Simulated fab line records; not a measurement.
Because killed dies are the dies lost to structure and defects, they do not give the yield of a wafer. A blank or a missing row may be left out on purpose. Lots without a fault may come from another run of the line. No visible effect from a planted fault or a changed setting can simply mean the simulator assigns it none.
Which tool did it? -- flow nand harc -- 7 lots with 19 wafers sampled at 4 steps, on a route of 1159 steps

## WHAT EACH GAUGE READ, for each wafer
NHARC_P_GATE_CD_MEAS_26: the cd target is 120 nm.
lot,measured,on,cd nm (nm)
L976,day 4 17:12,cd sem-03,120.8 120.9 120.6
L980,day 6 02:27,cd sem-01,120.7 120.6 120.3
L982,day 6 12:56,cd sem-01,119.9 120.2 119.8
L984,day 7 04:37,cd sem-02,119.9 119.6 119.8
L988,day 8 04:05,cd sem-03,134.7 119.4
L991,day 8 20:22,cd sem-01,135.4 120.3
L998,day 10 19:29,cd sem-03,120.3 119.0 119.9

## WHAT TOOL EACH LOT RAN ON (gives the tool, then ch and the chambers of the sampled wafers, and finally the start)
lot,NHARC_P_GATE_HM_DEP_102,NHARC_P_GATE_DEP_103,NHARC_P_GATE_PEB_24
L976,"acl dep-03 ch 0, day 4 15:52","pecvd-04 ch 0,1,2, day 4 16:33","litho track-06 ch 0, day 4 17:07"
L980,"acl dep-03 ch 0, day 6 01:13","pecvd-01 ch 0,1, day 6 01:48","litho track-04 ch 0, day 6 02:22"
L982,"acl dep-01 ch 0, day 6 11:41","pecvd-03 ch 0,1, day 6 12:15","litho track-01 ch 0, day 6 12:51"
L984,"acl dep-02 ch 0, day 7 03:23","pecvd-01 ch 0,1,2, day 7 04:04","litho track-04 ch 0, day 7 04:32"
L988,"acl dep-03 ch 0, day 8 03:01","pecvd-04 ch 1,2, day 8 03:27","litho track-04 ch 0, day 8 04:00"
L991,"acl dep-02 ch 0, day 8 19:20","pecvd-01 ch 1,2, day 8 19:46","litho track-04 ch 0, day 8 20:17"
L998,"acl dep-02 ch 0, day 10 18:16","pecvd-01 ch 0,1,2, day 10 18:56","litho track-06 ch 0, day 10 19:25"
- NHARC_P_GATE_HM_DEP_102: deposits aC, target thk 120 nm.
- NHARC_P_GATE_DEP_103: deposits SiON, target thk 30 nm.
- NHARC_P_GATE_PEB_24: peb time 65 s.

## THE ANSWER, worked out from the rows above alone
Rule: the usual values come from the lots themselves. The widest of any qualifying gaps counts: lots, ordered by their means at a reading, are off when they make up no more than a third of the lots, leave a main group of 4 or more, and stand apart from it by 3 or more times the standard deviation of that group's means. If all means in a main group match to the digits the tables above print for the reading, that group is not used. A lot without any number at a reading at which 4 lots or more have one is off too. All remaining lots with rows at the step are treated as sound.
Off: L988, L991 (NHARC_P_GATE_CD_MEAS_26, cd nm). The main group has a mean of 120.2 nm with a standard deviation of 0.42.
A tool fits if, at a process step before that reading, it ran every lot that is off, and no sound lot after the first of them. Those tools and the gauges at NHARC_P_GATE_CD_MEAS_26 are tried in the same way. One fits: litho track-04 at NHARC_P_GATE_PEB_24. Its last sound lot is L984 (day 7 04:32), its first lot that is off L988 (day 8 04:00): a fault that began between those two fits.

## WHAT THE SIMULATOR HAD PUT IN
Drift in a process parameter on litho track-04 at NHARC_P_GATE_PEB_24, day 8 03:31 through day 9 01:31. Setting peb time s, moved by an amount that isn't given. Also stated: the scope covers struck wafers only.
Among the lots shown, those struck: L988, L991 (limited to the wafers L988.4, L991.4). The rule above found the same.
